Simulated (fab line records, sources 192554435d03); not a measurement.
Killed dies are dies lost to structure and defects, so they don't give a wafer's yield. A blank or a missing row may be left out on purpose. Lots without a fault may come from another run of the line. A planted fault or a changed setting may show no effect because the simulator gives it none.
fab line records | flow n5_finfet | part 1 of 2: steps 1 to 3 of 6
record lots=24 wafers=72 last_day=18
route steps=1938 shown BEOL_M14@1717 BEOL_M15@1783
lots that met no fault: from a run of the same line without faults
start_h: hours from the record's first day to the start of the lot's first wafer shown | wait_h: hours since the lot's step before | " the same as in the row above | L1.1+2: a row that stands for several wafers | - no value, or no start given | * or withheld: withheld | < > ~ a bound
route shown NAME@n: a module of which the file shows steps, and the number in the route of the first | usual: mean/standard deviation of fault-free wafers | same: alike in all rows | chamber/n: place in a boat | sites: the reading at each site | _std_site: their standard deviation | _edge_site: outer sites' mean less inner sites' | radius_mm: how far each site lies from the wafer's centre | mask NAME#n: copy n | behind: the tool/chamber that last shaped the wafer | hold: why the lot was held/for how many hours/how that ended | device: the transistor (n, p or np) that didn't switch | end of line: the same wafers' tests at the end of the route | a step without rows: its recipe alone | killed: dies lost to structure and defects at the first sort, not the wafer's yield | map: a wafer's dies, x killed, . not, _ none there
set.NAME: the setting as run; set.NAME@STEP: as run at that earlier step | model.NAME: the simulator's own value behind a step, which no gauge read
steps of the route over a sample of lots; a table a step, a row a wafer
services: from which hour (start_h, from the record's first day; less than 0 if before it) a tool's chamber was out of use, for how many hours, and why
## steps
# step N5_BEOL_M14_THK_MEAS_01
# recipe reads=SiO2_of_BEOL_M14_ILD_DEP_00
# usual M14_ILD_THK=1117/19
# columns lot.wafer tool chamber start_h wait_h M14_ILD_THK[nm]
L075.3 film_metro-01 - 232.66 0.1 1091
L075.4 " - " " 1094
L075.6 " - " " 1091
L074.2 film_metro-01 - 248.70 0.1 1111
L074.5 " - " " 1123
L074.6 " - " " 1131
L077.1 film_metro-01 - 248.85 0.1 1129
L077.2 " - " " 1132
L077.3 " - " " 1109
L076.1 film_metro-02 - 251.14 0.1 1118
L076.3 " - " " 1119
L076.5 " - " " 1138
L079.3 film_metro-01 - 262.08 0.1 1102
L079.5 " - " " 1132
L079.6 " - " " 1149
L078.1 film_metro-01 - 265.95 0.1 1113
L078.5 " - " " 1118
L078.6 " - " " 1132
L080.3 film_metro-01 - 271.44 0.1 1116
L080.4 " - " " 1145
L080.6 " - " " 1127
L081.3 film_metro-01 - 275.62 0.1 1085
L081.4 " - " " 1108
L081.5 " - " " 1142
L082.2 film_metro-01 - 276.48 0.1 1089
L082.3 " - " " 1091
L082.6 " - " " 1129
L083.2 film_metro-01 - 287.53 0.1 1135
L083.5 " - " " 1132
L083.6 " - " " 1122
L084.1 film_metro-01 - 301.38 0.1 1065
L084.3 " - " " 1115
L084.5 " - " " 1135
L085.1 film_metro-01 - 305.28 0.3 1087
L085.3 " - " " 1074
L085.4 " - " " 1099
L086.2 film_metro-02 - 317.31 0.1 1117
L086.4 " - " " 1125
L086.5 " - " " 1136
L087.1 film_metro-01 - 331.14 0.1 1072
L087.4 " - " " 1095
L087.5 " - " " 1122
L089.1 film_metro-02 - 340.05 0.1 1127
L089.4 " - " " 1130
L089.6 " - " " 1135
L088.2 film_metro-02 - 340.32 0.1 1116
L088.5 " - " " 1141
L088.6 " - " " 1108
L090.2 film_metro-02 - 347.13 0.2 1126
L090.4 " - " " 1131
L090.5 " - " " 1131
L091.2 film_metro-01 - 347.55 0.1 1088
L091.5 " - " " 1128
L091.6 " - " " 1136
L093.1 film_metro-02 - 361.85 0.1 1114
L093.2 " - " " 1123
L093.6 " - " " 1111
L094.1 film_metro-02 - 362.25 0.1 1120
L094.4 " - " " 1131
L094.5 " - " " 1140
L092.4 film_metro-01 - 362.72 0.0 1149
L092.5 " - " " 1109
L092.6 " - " " 1124
L095.1 film_metro-01 - 364.01 0.1 1116
L095.3 " - " " 1140
L095.4 " - " " 1129
L096.3 film_metro-02 - 378.33 0.1 1119
L096.4 " - " " 1128
L096.6 " - " " 1121
L097.2 film_metro-02 - 398.80 0.1 1086
L097.3 " - " " 1110
L097.5 " - " " 1123
# step N5_BEOL_M14_VIA_ETCH_16
# recipe chemistry=C4F8/O2/Ar target=SiO2 he_inner_torr=15 he_outer_torr=30 target_depth_a=12313 time_s=withheld ion_energy_ev=800 pressure_mtorr=20 source_w=1905 bias_w=2040 Ar_flow_sccm=400 C4F8_flow_sccm=16 O2_flow_sccm=12 ends=cleared
# usual drypump_motor_current_A=5.6/0.56 mfc_ar_sccm=400.2/1.2 oes_product_au=0.74/0.071 rf_vpp_V=2219/48 showerhead_plenum_p_Torr=3.46/0.11 throttle_valve_pct=30.7/0.37
# columns lot.wafer tool chamber start_h wait_h drypump_motor_current_A mfc_ar_sccm oes_product_au rf_vpp_V showerhead_plenum_p_Torr throttle_valve_pct
L075.3 rie_diel-02 3 233.14 0.0 5.8 399.3 0.70 2195 3.45 30.6
L075.4 " 1 " " 6.0 398.2 0.63 2296 3.51 30.8
L075.6 " 3 " " 5.8 397.9 0.71 2195 3.44 30.6
L074.2 rie_diel-05 0 249.24 0.0 5.3 400.5 0.68 2182 3.35 30.8
L074.5 " 3 " " 5.4 399.3 0.82 2227 3.40 30.6
L074.6 " 0 " " 5.3 402.5 0.68 2183 3.35 30.8
L077.1 rie_diel-06 0 249.38 0.0 5.0 401.6 0.78 2273 3.62 30.5
L077.2 " 1 " " 5.1 399.7 0.87 2169 3.37 30.5
L077.3 " 3 " " 6.6 400.1 0.62 2246 3.50 30.9
L076.1 rie_diel-05 2 251.75 0.0 5.6 401.4 0.69 2238 3.46 30.9
L076.3 " 1 " " 4.9 399.1 0.78 2163 3.35 30.0
L076.5 " 0 " " 5.3 399.9 0.69 2182 3.35 30.8
L079.3 rie_diel-06 2 262.80 0.0 6.4 401.7 0.61 2136 3.28 31.6
L079.5 " 3 " " 6.7 399.3 0.62 2244 3.50 30.9
L079.6 " 0 " " 5.0 398.8 0.78 2271 3.61 30.5
L078.1 rie_diel-02 0 266.56 0.0 5.7 400.8 0.72 2229 3.34 30.6
L078.5 " 2 " " 5.3 399.1 0.75 2308 3.58 30.1
L078.6 " 3 " " 5.8 400.4 0.69 2195 3.44 30.6
L080.3 rie_diel-05 2 272.05 0.0 5.6 400.1 0.68 2237 3.46 30.9
L080.4 " 0 " " 5.2 400.5 0.68 2182 3.34 30.8
L080.6 " 0 " " 5.2 398.2 0.69 2180 3.34 30.9
L081.3 rie_diel-02 3 276.23 0.0 5.8 399.1 0.69 2193 3.44 30.6
L081.4 " 0 " " 5.7 399.5 0.72 2230 3.34 30.6
L081.5 " 3 " " 5.8 399.1 0.70 2193 3.44 30.6
L082.2 rie_diel-06 3 277.08 0.0 6.7 400.8 0.61 2245 3.50 30.9
L082.3 " 0 " " 4.9 399.6 0.77 2272 3.61 30.5
L082.6 " 3 " " 6.7 402.8 0.62 2244 3.50 30.9
L083.2 rie_diel-02 0 288.17 0.0 5.7 401.2 0.72 2228 3.34 30.6
L083.5 " 0 " " 5.7 398.7 0.72 2229 3.34 30.6
L083.6 " 2 " " 5.4 399.8 0.75 2310 3.58 30.2
L084.1 rie_diel-06 2 301.98 0.0 6.5 399.4 0.91 2172 3.68 31.5
L084.3 " 0 " " 5.0 400.6 0.76 2271 3.61 30.5
L084.5 " 1 " " 5.1 399.4 0.80 2169 3.36 30.5
L085.1 rie_diel-05 0 305.88 0.0 5.2 400.4 0.68 2180 3.33 30.9
L085.3 " 3 " " 5.4 400.3 0.79 2224 3.39 30.7
L085.4 " 2 " " 5.6 402.3 0.67 2239 3.45 31.0
L086.2 rie_diel-06 0 317.79 0.0 5.0 401.6 0.75 2270 3.60 30.5
L086.4 " 2 " " 6.5 400.3 0.87 2172 3.67 31.5
L086.5 " 2 " " 6.5 402.1 0.87 2170 3.67 31.5
L087.1 rie_diel-06 0 331.76 0.0 5.0 402.0 0.74 2269 3.60 30.5
L087.4 " 3 " " 6.6 400.8 0.88 2244 3.49 30.6
L087.5 " 2 " " 6.4 402.4 0.84 2171 3.67 31.5
L089.1 rie_diel-06 2 340.57 0.0 6.5 400.9 0.84 2169 3.67 31.5
L089.4 " 3 " " 6.6 399.8 0.89 2243 3.49 30.6
L089.6 " 1 " " 5.1 402.7 0.78 2168 3.35 30.5
L088.2 rie_diel-05 0 340.80 0.0 5.2 402.1 0.66 2179 3.33 30.9
L088.5 " 2 " " 5.6 400.8 0.67 2237 3.45 30.9
L088.6 " 1 " " 4.8 400.0 0.73 2162 3.33 30.1
L090.2 rie_diel-06 3 347.75 0.0 6.6 398.6 0.87 2243 3.49 30.6
L090.4 " 2 " " 6.4 401.2 0.83 2170 3.67 31.5
L090.5 " 1 " " 5.1 400.4 0.78 2168 3.35 30.5
L091.2 rie_diel-05 1 348.15 0.0 4.9 399.6 0.74 2162 3.33 30.1
L091.5 " 2 " " 5.6 400.4 0.65 2237 3.45 30.9
L091.6 " 3 " " 5.4 399.4 0.77 2223 3.38 30.7
L093.1 rie_diel-05 3 362.33 0.0 5.4 398.9 0.77 2223 3.38 30.7
L093.2 " 1 " " 4.8 400.4 0.73 2163 3.33 30.1
L093.6 " 2 " " 5.6 400.0 0.65 2236 3.45 31.0
L094.1 rie_diel-02 3 362.86 0.0 5.8 400.6 0.67 2191 3.42 30.6
L094.4 " 2 " " 5.4 398.8 0.72 2308 3.56 30.2
L094.5 " 3 " " 5.8 401.3 0.67 2192 3.42 30.6
L092.4 rie_diel-06 3 363.20 0.0 6.6 401.9 0.86 2243 3.48 30.6
L092.5 " 1 " " 5.1 398.8 0.77 2168 3.35 30.5
L092.6 " 0 " " 5.0 400.9 0.73 2271 3.59 30.6
L095.1 rie_diel-02 0 364.81 0.0 5.7 399.4 0.69 2228 3.32 30.7
L095.3 " 3 " " 5.8 400.5 0.67 2192 3.42 30.6
L095.4 " 1 " " 6.0 399.8 0.78 2293 3.48 30.8
L096.3 rie_diel-06 1 378.81 0.0 5.1 399.9 0.75 2167 3.35 30.5
L096.4 " 0 " " 5.0 400.4 0.72 2269 3.59 30.6
L096.6 " 2 " " 6.4 401.0 0.80 2170 3.66 31.5
L097.2 rie_diel-02 3 399.28 0.0 5.8 400.9 0.66 2191 3.41 30.6
L097.3 " 0 " " 5.7 401.6 0.68 2228 3.32 30.7
L097.5 " 3 " " 5.8 401.1 0.66 2192 3.41 30.6
# step N5_BEOL_M14_DESCUM_33
# recipe chemistry=O2 time_s=7.9 source_power_w=50 bias_power_w=20 pressure_mtorr=20 rf_frequency_hz=2.712e+07 temp_c=40 o2_flow_sccm=225
# usual drypump_motor_current_A=5.6/0.54 oes_product_au=0.81/0.077 rf_vpp_V=243.1/1.4 showerhead_plenum_p_Torr=2.10/0.08 throttle_valve_pct=20.3/0.31
# same time_s=7.9
# columns lot.wafer tool chamber start_h wait_h drypump_motor_current_A oes_product_au rf_hours_counter_h rf_vpp_V showerhead_plenum_p_Torr throttle_valve_pct
L075.3 rie_diel-06 0 234.11 0.1 5.0 0.86 66 244.2 2.22 20.1
L075.4 " 3 " " 6.6 0.69 - 244.5 2.18 20.9
L075.6 " 0 " " 5.0 0.86 - 244.3 2.22 20.1
L074.2 rie_diel-02 1 250.01 0.0 6.0 0.69 243 242.4 2.15 20.6
L074.5 " 3 " " 5.8 0.78 - 242.3 2.09 20.2
L074.6 " 2 " " 5.3 0.84 - 244.4 2.24 20.1
L077.1 rie_diel-06 3 250.55 0.3 6.6 0.69 236 244.5 2.18 20.9
L077.2 " 0 " " 5.0 0.87 73 245.2 2.22 20.1
L077.3 " 1 " " 5.1 0.95 3 242.5 2.05 20.0
L076.1 rie_diel-06 0 252.64 0.0 5.0 0.86 74 244.1 2.21 20.1
L076.3 " 2 " " 6.4 0.68 248 242.3 1.99 21.1
L076.5 " 1 " " 5.1 0.94 - 243.3 2.05 20.0
L079.3 rie_diel-05 3 263.57 0.0 5.4 0.92 17 241.5 2.06 20.1
L079.5 " 0 " " 5.2 0.78 - 241.4 2.01 20.2
L079.6 " 1 " " 4.8 0.86 - 240.9 2.04 19.8
L078.1 rie_diel-06 0 267.81 0.5 5.0 0.86 80 244.3 2.21 20.1
L078.5 " 3 " " 6.7 0.69 - 243.5 2.18 20.9
L078.6 " 2 " " 6.4 0.69 - 241.6 1.99 21.1
L080.3 rie_diel-05 1 273.01 0.1 4.9 0.85 55 242.5 2.04 19.8
L080.4 " 2 " " 5.6 0.75 148 243.8 2.09 20.4
L080.6 " 2 " " 5.6 0.74 - 244.6 2.09 20.4
L081.3 rie_diel-02 3 277.40 0.3 5.8 0.77 148 244.3 2.09 20.2
L081.4 " 0 " " 5.7 0.80 - 241.3 2.03 20.1
L081.5 " 3 " " 5.8 0.77 - 242.8 2.09 20.2
L082.2 rie_diel-06 1 278.24 0.4 5.1 0.92 14 242.6 2.05 20.1
L082.3 " 3 " " 6.6 0.69 246 244.0 2.18 20.9
L082.6 " 1 " " 5.1 0.91 - 241.7 2.05 20.1
L083.2 rie_diel-05 2 289.09 0.2 5.7 0.75 153 245.7 2.09 20.4
L083.5 " 2 " " 5.7 0.75 - 243.6 2.09 20.4
L083.6 " 3 " " 5.4 0.90 - 243.5 2.06 20.1
L084.1 rie_diel-06 2 302.75 0.0 6.5 1.01 1 245.1 2.25 20.9
L084.3 " 1 " " 5.1 0.89 24 243.2 2.04 20.1
L084.5 " 0 " " 5.0 0.84 - 244.7 2.21 20.1
L085.1 rie_diel-05 3 306.88 0.1 5.4 0.88 32 243.8 2.06 20.1
L085.3 " 1 " " 4.9 0.84 66 243.0 2.04 19.8
L085.4 " 0 " " 5.2 0.76 155 241.3 2.01 20.2
L086.2 rie_diel-02 2 318.68 0.0 5.3 0.81 89 242.7 2.23 20.2
L086.4 " 3 " " 5.8 0.75 163 243.6 2.08 20.2
L086.5 " 3 " " 5.8 0.76 - 242.7 2.08 20.2
L087.1 rie_diel-02 1 333.18 0.6 6.0 0.90 15 243.2 2.14 20.3
L087.4 " 2 " " 5.4 0.80 95 245.1 2.23 20.2
L087.5 " 2 " " 5.4 0.81 - 243.5 2.23 20.2
L089.1 rie_diel-05 0 341.57 0.1 5.3 0.75 166 241.3 2.00 20.2
L089.4 " 1 " " 4.9 0.81 78 243.3 2.03 19.9
L089.6 " 2 " " 5.7 0.73 - 243.1 2.09 20.4
L088.2 rie_diel-02 0 341.69 0.0 5.7 0.77 130 241.9 2.02 20.2
L088.5 " 3 " " 5.8 0.75 - 241.4 2.08 20.2
L088.6 " 2 " " 5.3 0.80 - 243.6 2.22 20.2
L090.2 rie_diel-02 2 348.63 0.0 5.4 0.80 100 245.5 2.22 20.2
L090.4 " 0 " " 5.7 0.77 133 241.3 2.02 20.2
L090.5 " 1 " " 6.0 0.88 - 243.1 2.14 20.3
L091.2 rie_diel-05 0 348.92 0.0 5.3 0.74 169 242.5 2.00 20.2
L091.5 " 1 " " 4.9 0.81 - 241.5 2.03 19.9
L091.6 " 2 " " 5.6 0.73 - 243.5 2.08 20.4
L093.1 rie_diel-02 1 363.27 0.1 6.0 0.88 25 243.1 2.14 20.3
L093.2 " 3 " " 5.8 0.74 178 244.5 2.07 20.2
L093.6 " 0 " " 5.7 0.76 - 241.5 2.02 20.2
L094.1 rie_diel-06 1 363.76 0.2 5.1 0.84 47 241.8 2.04 20.1
L094.4 " 2 " " 6.5 0.91 25 246.5 2.24 20.9
L094.5 " 2 " " 6.5 0.91 - 244.0 2.24 20.9
L092.4 rie_diel-05 3 364.37 0.3 5.4 0.85 53 242.7 2.05 20.2
L092.5 " 1 " " 4.8 0.81 - 241.7 2.03 19.9
L092.6 " 2 " " 5.6 0.73 - 242.3 2.08 20.4
L095.1 rie_diel-05 3 365.58 0.0 5.3 0.86 53 242.0 2.05 20.2
L095.3 " 1 " " 4.9 0.82 87 242.6 2.03 19.9
L095.4 " 0 " " 5.3 0.74 176 242.8 2.00 20.2
L096.3 rie_diel-05 3 379.67 0.1 5.4 0.85 58 241.9 2.05 20.2
L096.4 " 1 " " 4.8 0.81 92 241.6 2.03 19.9
L096.6 " 0 " " 5.3 0.73 - 239.8 2.00 20.2
L097.2 rie_diel-06 2 400.04 0.0 6.4 0.89 37 245.3 2.24 20.9
L097.3 " 1 " " 5.1 0.82 59 242.0 2.03 20.1
L097.5 " 0 " " 5.0 0.80 - 244.6 2.19 20.2
